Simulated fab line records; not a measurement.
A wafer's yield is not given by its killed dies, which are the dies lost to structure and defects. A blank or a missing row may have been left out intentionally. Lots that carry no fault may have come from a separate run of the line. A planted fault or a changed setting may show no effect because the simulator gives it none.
The tool behind it: which one?    flow n5Finfet    36 wafers from 12 lots sampled at 2 of the route's 1938 steps

## WHAT EACH GAUGE READ, for each wafer
N5_BEOL_M7_CD_MEAS_28 targets a cd of 40 nm.
lot   measured      on        cdNm (nm)
L075  day 10 12:54  cdSem-01  39.88 39.99 40.07
L078  day 11 09:17  cdSem-03  40.37 40.01 40.06
L079  day 11 12:20  cdSem-02  39.83 39.96 39.93
L081  day 11 21:38  cdSem-03  40.01 40.14 39.94
L083  day 12 11:57  cdSem-02  39.86 39.57 39.86
L086  day 13 00:20  cdSem-02  39.66 39.60 39.77
L087  day 13 09:18  cdSem-01  39.63 40.09 40.15
L089  day 13 21:46  cdSem-02  39.74 40.16 39.80
L091  day 14 15:49  cdSem-02  40.41 40.57 40.32
L093  day 14 22:18  cdSem-03  40.13 40.19 40.46
L095  day 15 09:27  cdSem-03  39.70 40.09 39.86
L097  day 16 10:45  cdSem-02  40.01 39.63 39.93

## WHAT TOOL EACH LOT RAN ON (gives the tool, then ch and the chambers of the sampled wafers, and finally the start)
lot   N5_BEOL_M7_DESCUM_16
L075  rieDiel-04 ch 1,2,3, day 10 09:37
L078  rieDiel-04 ch 1,2,3, day 11 05:46
L079  rieDiel-06 ch 0,2,3, day 11 11:32
L081  rieDiel-01 ch 0,1,3, day 11 18:49
L083  rieDiel-04 ch 0,2,3, day 12 11:11
L086  rieDiel-01 ch 0,1,2, day 12 22:07
L087  rieDiel-01 ch 0,1,2, day 13 08:27
L089  rieDiel-06 ch 0,1,3, day 13 19:17
L091  rieDiel-06 ch 0,1, day 14 12:17
L093  rieDiel-04 ch 1,2,3, day 14 20:39
L095  rieDiel-01 ch 1,2, day 15 05:58
L097  rieDiel-01 ch 0,2,3, day 16 09:14
- N5_BEOL_M7_DESCUM_16: chemistry O2, time 7.9 s.

## THE ANSWER, worked out from the rows above alone
Rule: the lots themselves supply what counts as usual. The widest of any qualifying gaps counts: lots, ordered by their means at a reading, are off when they make up no more than a third of the lots, leave a main group of 4 or more, and stand apart from it by 3 or more times the standard deviation of that group's means. A main group is skipped when, at the precision printed for the reading in the tables above, its means are all equal. A lot without any number at a reading at which 4 lots or more have one is off too. Any other lot the step has rows for is counted as sound.
None of the lots is off at any reading shown; this tells nothing.

## WHAT THE SIMULATOR HAD PUT IN
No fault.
